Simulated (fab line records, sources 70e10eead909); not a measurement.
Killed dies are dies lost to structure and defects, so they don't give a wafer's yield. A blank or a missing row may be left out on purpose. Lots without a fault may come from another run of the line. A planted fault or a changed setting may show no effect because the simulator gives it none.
A struck lot beside a sound one | flow nand_harc | 15 steps out of a route of 1159
Sound: wafers L392.1, L392.4, L392.5. Struck: wafers L401.1, L401.2. (L401.5 of the same lot was not struck and is left out.) The cause comes at the end.
At each step with rows: each side's tool, then ch and its chambers, then its first start. Under that, the readings that differ: sound wafers | struck wafers | difference of the means | sigmas: that difference in standard deviations of wafers without a fault.
alike: readings whose means differ by less than 2 such deviations, and words and numbers that are the same on both sides. not compared: withheld readings, readings that some wafer has no value for, bounds like >300 that may hide the same value, and numbers for which the record gives no deviation and whose values overlap.
The two part at a step that has a row with sigmas, a row that says differs or no value, or rows on one side only. Numbers that don't overlap but have no deviation are shown without sigmas and don't part them. A reading that every wafer of one side lacks parts them only if that side has two wafers or more.

first, 8 steps without rows for these wafers: NHARC_A_ZERO_WELL_HMDS_03 (time 30 s); NHARC_A_ZERO_WELL_COAT_18 (time 65 s); NHARC_A_ZERO_WELL_COAT_04 (resist thk 600 nm); NHARC_A_ZERO_WELL_SOFTBAKE_05 (time 70 s); NHARC_A_ZERO_WELL_EBR_06; NHARC_A_ZERO_WELL_EXPOSE_07 (exposes mask A ZERO); NHARC_A_ZERO_WELL_PEB_08 (peb time 80 s); NHARC_A_ZERO_WELL_DEVELOP_09 (time 50 s).
NHARC_A_ZERO_WELL_CD_MEAS_10: target cd 2000 nm.
  sound on cd_sem-02 ch 0, day 8 16:53; struck on cd_sem-03 ch 0, day 10 15:58
  alike: cd_nm
then, 1 step without rows for these wafers: NHARC_A_ZERO_WELL_HARDBAKE_11 (time 65 s).
NHARC_A_ZERO_WELL_DESCUM_12: chemistry O2, time 3 s.
  sound on rie_diel-12 ch 0,1,2, day 8 17:03; struck on rie_diel-12 ch 0,3, day 10 16:07
  alike: drypump_motor_current_A, oes_product_au, rf_vpp_V, showerhead_plenum_p_Torr, throttle_valve_pct
  not compared: rf_hours_counter_h
NHARC_A_ZERO_WELL_ETCH_19: etches the open film in N2/H2, target depth 80 nm, overetch 24 nm, time 87.88 s.
  sound on rie_diel-12 ch 0,1,3, day 8 17:09; struck on rie_diel-12 ch 2,3, day 10 16:13
  alike: drypump_motor_current_A, n2_flow_sccm, oes_product_au, rf_fwd_power_W, rf_vpp_V, showerhead_plenum_p_Torr, throttle_valve_pct
  not compared: rf_hours_counter_h
NHARC_A_ZERO_WELL_ETCH_13: etches the open film in HBr/Cl2, target depth 120 nm, time 40.1 s.
  sound on rie_si-01 ch 0,2, day 8 17:15; struck on rie_si-03 ch 0,3, day 10 16:19
  reading               | sound             | struck      | difference | sigmas
  oes_product_au (a.u.) | 1.016 0.995 0.990 | 0.729 0.723 | -0.274     | -28
  alike: drypump_motor_current_A, he_backside_leak_sccm, rf_fwd_power_W, throttle_valve_pct
  not compared: rf_hours_counter_h
then, 1 step without rows for these wafers: NHARC_A_ZERO_WELL_STRIP_14 (strips in SPM, time 900 s).
-- the record jumps here: 13 days lie between the struck wafers' starts before and after (it left off in module A_ZERO_WELL and takes up again in module END, whose first step shown is number 1159 of the route) --
NHARC_END_SORT_01:
  sound on prober-01 ch 0, day 21 10:23; struck on prober-02 ch 0, day 23 23:32
  reading         | sound    | struck | difference | sigmas
  killed_at_array | 37 41 47 | 13 13  | -29        | -3
  killed_dies     | 37 42 49 | 17 18  | -25        | -2
  alike: killed_at_other, killed_at_periphery, killed_open, killed_short

WHERE THEY PART
First at NHARC_A_ZERO_WELL_ETCH_13; last, within this record, at NHARC_END_SORT_01.

WHY: what the simulator had put in
Process parameter drift: rie_si-03, from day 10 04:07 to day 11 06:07, at NHARC_A_ZERO_WELL_ETCH_13. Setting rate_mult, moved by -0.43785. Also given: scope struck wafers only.
